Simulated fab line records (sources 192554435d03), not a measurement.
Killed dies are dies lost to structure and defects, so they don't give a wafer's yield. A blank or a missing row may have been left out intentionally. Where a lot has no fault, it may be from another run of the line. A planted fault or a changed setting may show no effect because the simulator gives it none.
Lot-split experiment -- flow n5 finfet -- 7 lots, 21 wafers read, on a route of 1938 steps

== SPLIT DETAILS ==
At N5_BEOL_M9_DEP_56 (deposits SiCN from 3MS/NH3, target thk 15 nm, time 26.5 s), the setting time s was moved away from the recipe's 26.5 s on 8 of the 21 wafers read, by +4.0% to +13.5%. For the rest of the wafers, this setting stayed at what the recipe calls for.

The reading is taken at the split's own step.

== THE READING ==
SiCN_of_BEOL_M9_DEP_56.thk nm (the simulator's own value, which no gauge read), in nm, at N5_BEOL_M9_DEP_56 (deposits SiCN from 3MS/NH3, target thk 15 nm, time 26.5 s). The file gives no usual value for it. Here, 13 wafers ran the recipe; their average is 15.0 nm with a standard deviation of 0.23 nm.

wafer,"tool, chamber at the split","time s as run, s",against the recipe,"SiCN_of_BEOL_M9_DEP_56.thk nm, nm",against lot-mates on the recipe
L079.1,"pecvd-04, 1",26.5,recipe,14.6,-
L079.3,"pecvd-04, 0",28.19,+6.4%,15.4,+0.7
L079.5,"pecvd-04, 0",26.5,recipe,14.8,-
L080.2,"pecvd-03, 0,2",30.07,+13.5%,17,+1.8
L080.5,"pecvd-03, 0,2",30.07,+13.5%,17,+1.8
L080.4,"pecvd-03, 0",26.5,recipe,15.2,-
L084.2,"pecvd-04, 1",29.31,+10.6%,16.2,+1.4
L084.3,"pecvd-04, 2",26.5,recipe,14.6,-
L084.4,"pecvd-04, 2",26.5,recipe,15,-
L089.2,"pecvd-04, 1",26.5,recipe,15,-
L089.3,"pecvd-04, 0",26.5,recipe,14.8,-
L089.6,"pecvd-04, 2",26.5,recipe,15.2,-
L091.3,"pecvd-01, 2",28.04,+5.8%,16,+0.6
L091.5,"pecvd-01, 2",28.04,+5.8%,16.2,+0.8
L091.6,"pecvd-01, 0",26.5,recipe,15.4,-
L097.2,"pecvd-01, 2",26.5,recipe,15,-
L097.4,"pecvd-01, 2,0",27.56,+4.0%,15.8,+0.8
L097.6,"pecvd-01, 2,0",27.56,+4.0%,15.8,+0.8
L096.1,"pecvd-03, 0",26.5,recipe,14.8,-
L096.4,"pecvd-03, 2",26.5,recipe,15,-
L096.5,"pecvd-03, 1",26.5,recipe,15.2,-
The file does not say which wafer passed through which chamber wherever a row lists several chambers: such a row stands for several wafers.

FIT RESULTS
A straight line over all 21 wafers: SiCN_of_BEOL_M9_DEP_56.thk nm changes by +0.144 nm for each +1% of time s; r = +0.93; the points scatter about the line by 0.27 nm.
The same after taking each lot's own level away (the mean of its wafers on the recipe; 21 wafers): +0.132 nm for each +1%; r = +0.97; scatter 0.15 nm.
The reading moves by 1.8 nm for the largest change in time s, on that fit.
Across the lots, their own levels run from 14.70 to 15.40 nm, a range of 3.0 times the standard deviation given above.
The two slopes are in agreement: the lot-to-lot level therefore moves the slope only a little.
Check: with one of the wafers moved furthest among these (+13.5%) left out of the fit, the line predicts +1.79 nm for it against its lot-mates. Against them it came out at +1.8 nm.

== OTHER SPLITS APPLIED TO THESE WAFERS ==
These wafers also went through other splits before the reading. Each is held against what the fit with the lots' levels taken away leaves over:
other split on the same wafers,wafers away from the commonest value,r with SiCN_of_BEOL_M9_DEP_56.thk nm (lot level and that fit taken away)
N5_BEOL_M6_EXPOSE_25 dose mj,7,+0.13
N5_BEOL_M6_ETCH_66 bias w,9,-0.10
N5_BEOL_M9_ILD_DEP_00 time s,7,-0.07

== THE FILE'S OWN FIT ==
SiCN_of_BEOL_M9_DEP_56.thk nm changes by +0.132 nm for each +1% of time s, r = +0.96.
